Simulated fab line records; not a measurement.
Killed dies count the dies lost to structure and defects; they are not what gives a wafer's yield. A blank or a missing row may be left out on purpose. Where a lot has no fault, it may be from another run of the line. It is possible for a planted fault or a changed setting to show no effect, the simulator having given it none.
Matching of chambers | flow n5_finfet | N5_BEOL_M5_CMP_52 on cmp-02: 4 sister chambers
The step polishes, stops on SiCOH lowk, t overpolish 6.9 s, target thk 62 nm. 14 wafers are shown with their chamber, then 7 later ones without.

== WAFERS PAIRED WITH THEIR CHAMBERS ==
wafer  | chamber | motor_current_A (A) | overpolish_run_s (s) | slurry_flow_ml_min
L163.2 | 0       | 5.1                 | 6.909                | 151.0
L163.4 | 2       | 5.4                 | 6.910                | 149.6
L163.6 | 3       | 6.2                 | 6.904                | 149.7
L170.3 | 0       | 5.3                 | 6.906                | 150.5
L170.4 | 1       | 5.8                 | 6.886                | 149.3
L170.5 | 3       | 5.9                 | 6.897                | 148.8
L177.1 | 2       | 5.6                 | 6.916                | 149.6
L177.3 | 0       | 4.9                 | 6.884                | 150.6
L177.4 | 1       | 5.8                 | 6.895                | 150.9
L178.1 | 3       | 6.1                 | 6.897                | 149.1
L178.5 | 0       | 5.5                 | 6.908                | 150.2
L178.6 | 3       | 6.1                 | 6.906                | 149.9
L179.2 | 1       | 5.6                 | 6.894                | 149.9
L179.5 | 0       | 4.9                 | 6.914                | 150.6

SIGNATURES (averages over the wafers above)
reading            | chamber 0 | chamber 1 | chamber 2 | chamber 3 | scatter within a chamber
motor_current_A    | 5.140     | 5.733     | 5.500     | 6.075     | 0.191
overpolish_run_s   | 6.90420   | 6.89167   | 6.91300   | 6.90100   | 0.00823
slurry_flow_ml_min | 150.580   | 150.033   | 149.600   | 149.375   | 0.492
Rule: for a wafer and a chamber, the distance is found by dividing, reading by reading, the gap between the wafer's reading and the chamber's mean by the reading's scatter, squaring, summing and taking the root. The wafer belongs to the nearest chamber; if the next one is less than 2 further off, it can't be placed. The scatter: the root of (the sum of the squares of (reading less its chamber's mean) over the shown wafers, divided by (wafers less chambers)).

== WAFERS MISSING THEIR CHAMBER ==
wafer  | motor_current_A (A) | overpolish_run_s (s) | slurry_flow_ml_min
L179.6 | 5.3                 | 6.908                | 149.7
L180.1 | 6.1                 | 6.905                | 149.5
L180.2 | 5.2                 | 6.918                | 149.7
L180.3 | 5.3                 | 6.891                | 149.4
L181.1 | 5.6                 | 6.898                | 150.2
L181.2 | 5.7                 | 6.913                | 150.1
L181.4 | 5.4                 | 6.894                | 150.5

== CHAMBER TAKEN BY EACH ==
wafer  | from the rows above               | in truth
L179.6 | can't be placed: 2 or 0 or 1      | 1
L180.1 | 3                                 | 3
L180.2 | can't be placed: 2 or 0           | 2
L180.3 | can't be placed: 1 or 2 or 0 or 3 | 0
L181.1 | can't be placed: 1 or 2 or 0 or 3 | 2
L181.2 | can't be placed: 2 or 1 or 3 or 0 | 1
L181.4 | can't be placed: 0 or 1 or 2      | 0
Correctly placed: 1 of 7. From these rows, 6 cannot be placed; in 6 the true chamber is one of the candidates. Number placed wrongly: 0.
